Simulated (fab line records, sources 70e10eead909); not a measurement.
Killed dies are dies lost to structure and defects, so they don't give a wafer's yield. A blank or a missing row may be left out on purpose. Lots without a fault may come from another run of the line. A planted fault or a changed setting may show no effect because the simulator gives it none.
Which tool did it? | flow nand_harc | 6 lots, 18 wafers sampled, at 5 steps of a route of 1159

WHAT THE GAUGES READ, wafer by wafer
NHARC_END_SORT_01.
lot  | measured     | on        | killed_at_array
L782 | day 22 11:40 | prober-01 | 676 676 677
L784 | day 23 04:27 | prober-02 | 675 671 674

WHICH TOOL RAN EACH LOT (tool, then ch and the chambers of the sampled wafers, then the start)
lot  | NHARC_A_STAIRCASE_TRIM_220         | NHARC_A_STAIRCASE_ETCH_225         | NHARC_A_STAIRCASE_ETCH_230                    | NHARC_A_STAIRCASE_TRIM_231
L771 | rie_diel-07 ch 1,2,3, day 11 20:35 | rie_diel-07 ch 1,2, day 11 21:44   | rie_diel-06 ch 0,1,2, no start                | rie_diel-06 ch 1,2,3, no start
L782 | rie_diel-06 ch 0,1,3, day 14 17:49 | rie_diel-06 ch 0,1,3, day 14 18:30 | rie_diel-06 ch 1,2, day 22 11:40 or earlier   | rie_diel-06 ch 0,1,2, day 22 11:40 or earlier
L784 | rie_diel-06 ch 0,3, day 15 01:00   | rie_diel-06 ch 1,2,3, day 15 01:41 | rie_diel-02 ch 1,2,3, day 23 04:27 or earlier | rie_diel-02 ch 1,3, day 23 04:27 or earlier
L787 | rie_diel-02 ch 2,3, day 15 19:05   | rie_diel-02 ch 2,3, day 15 19:51   | rie_diel-02 ch 2,3, no start                  | rie_diel-02 ch 2,3, no start
L791 | rie_diel-06 ch 0,1,2, day 16 14:46 | rie_diel-06 ch 1,2, day 16 15:20   | rie_diel-06 ch 2,3, no start                  | rie_diel-06 ch 1,2,3, no start
L792 | rie_diel-06 ch 0,1,2, day 17 13:16 | rie_diel-06 ch 0,1,2, day 17 14:00 | rie_diel-06 ch 0,1, no start                  | rie_diel-06 ch 0,1, no start
- NHARC_A_STAIRCASE_TRIM_220: chemistry O2, time 211.2 s.
- NHARC_A_STAIRCASE_ETCH_225: etches the open film in C4F8/O2, target depth 100 nm, time 40.5 s.
- NHARC_A_STAIRCASE_ETCH_230: etches the open film in C4F8/O2, target depth 100 nm, time 40.5 s.
- NHARC_A_STAIRCASE_TRIM_231: chemistry O2, time 211.2 s.

THE ANSWER, worked out from the rows above alone
Rule: what is usual is taken from the lots themselves. Put in order of their means at a reading, lots are off if they are a third of the lots or fewer, leave a main group of 4 or more, and stand apart from it by a gap of 3 or more times the standard deviation of the main group's means; of several such gaps the widest counts. A main group whose means are all the same, to the digits that the tables above print for the reading, isn't used. A lot without any number at a reading at which 4 lots or more have one is off too. The other lots that the step has rows for count as sound.
No lot is off at any reading shown: from this, nothing can be told.

WHAT THE SIMULATOR HAD PUT IN
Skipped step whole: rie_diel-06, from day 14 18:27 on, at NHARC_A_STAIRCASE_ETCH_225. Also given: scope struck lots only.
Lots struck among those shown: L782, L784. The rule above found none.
